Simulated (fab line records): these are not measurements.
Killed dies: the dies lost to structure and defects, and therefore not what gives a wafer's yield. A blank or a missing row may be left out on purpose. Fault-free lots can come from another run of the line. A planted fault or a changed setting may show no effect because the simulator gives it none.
2 desks, one fault || flow nand_harc || what lay behind the numbers comes last; until then each desk has only its own

THE DEFECT DESK
For each lot, the counts of the inspections along the route, averaged over the sampled wafers that have a number. Any lot whose mean is over 4 standard deviations away from the usual mean is out of limits and marked OUT; that distance is given in the brackets.
Columns: A = raw_defect_count at NHARC_P_CONTACT_INSPECT_27, usual 308; B = raw_defect_count at NHARC_P_M0_INSPECT_11, usual 4.5
{"lot": "L533", "first seen here": "day 5 20:44", "A": 254, "B": 3.3}
{"lot": "L535", "first seen here": "day 6 16:57", "A": 643, "B": 9.0}
{"lot": "L536", "first seen here": "day 7 09:52", "A": 230, "B": 5.3}
{"lot": "L537", "first seen here": "day 7 13:41", "A": 211, "B": 3.7}
{"lot": "L538", "first seen here": "day 8 06:01", "A": 218, "B": 3.0}
{"lot": "L544", "first seen here": "day 10 14:34", "A": 577, "B": "251.3 (+88) OUT"}
{"lot": "L543", "first seen here": "day 10 15:05", "A": 844, "B": "300.3 (+99 or more) OUT"}
{"lot": "L550", "first seen here": "day 13 04:05", "A": 223, "B": 1.0}
{"lot": "L551", "first seen here": "day 13 10:26", "A": 303, "B": 3.7}
{"lot": "L552", "first seen here": "day 13 20:17", "A": 314, "B": 7.0}
{"lot": "L553", "first seen here": "day 14 07:36", "A": 272, "B": 5.3}
{"lot": "L554", "first seen here": "day 14 22:40", "A": 280, "B": 3.3}
{"lot": "L555", "first seen here": "day 15 01:32", "A": 205, "B": 3.7}
{"lot": "L556", "first seen here": "day 15 13:30", "A": 330, "B": 4.0}
This desk finds L543, L544 out of limits, L544 being first, at day 10 15:36 (raw_defect_count at NHARC_P_M0_INSPECT_11). Within limits: L533, L535, L536, L537, L538, L550, L551, L552, L553, L554, L555, L556.

THE TOOL OWNER'S DESK: cmp-03
The tool's own readings at NHARC_P_CONTACT_CMP_24 (polishes, t overpolish 30 s, target thk 200 nm): means of the sampled wafers that have a number, for each lot that ran on this tool. Any lot whose mean is over 4 standard deviations away from the usual mean is out of limits and marked OUT; that distance is given in the brackets.
Columns: A = motor_current_A at NHARC_P_CONTACT_CMP_24, usual 12.2 A; B = overpolish_run_s at NHARC_P_CONTACT_CMP_24, usual 30.001 s; C = time_to_endpoint_s at NHARC_P_CONTACT_CMP_24, usual 40.5 s
{"lot": "L533", "first seen here": "day 5 20:21", "A": 12.3, "B": 30.006, "C": 37.0}
{"lot": "L544", "first seen here": "day 10 14:10", "A": 11.6, "B": "8.066 (-99 or more) OUT", "C": "82.4 (+17) OUT"}
{"lot": "L543", "first seen here": "day 10 14:41", "A": 12.8, "B": "7.362 (-99 or more) OUT", "C": "83.1 (+18) OUT"}
{"lot": "L550", "first seen here": "day 13 03:42", "A": 11.9, "B": 30.000, "C": 41.3}
{"lot": "L551", "first seen here": "day 13 10:02", "A": 12.4, "B": 30.005, "C": 40.5}
{"lot": "L554", "first seen here": "day 14 22:15", "A": 12.5, "B": 30.003, "C": 41.3}
This desk finds L543, L544 out of limits, L544 being first, at day 10 14:10 (overpolish_run_s at NHARC_P_CONTACT_CMP_24). Within limits: L533, L550, L551, L554.

BROUGHT TOGETHER
The tool owner's desk could have raised an alarm at day 10 14:10, on L543, L544.
The defect desk could have raised an alarm at day 10 15:36, on L543, L544.
All the named lots went through NHARC_P_CONTACT_CMP_24 on cmp-03.

WHAT WAS PUT IN BY THE SIMULATOR
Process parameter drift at NHARC_P_CONTACT_CMP_24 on cmp-03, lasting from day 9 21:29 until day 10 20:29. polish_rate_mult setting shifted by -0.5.
Struck lots among those shown: L543, L544.
Hours from the fault's start to each desk's first reading out of limits: the tool owner's desk, 17; the defect desk, 18.
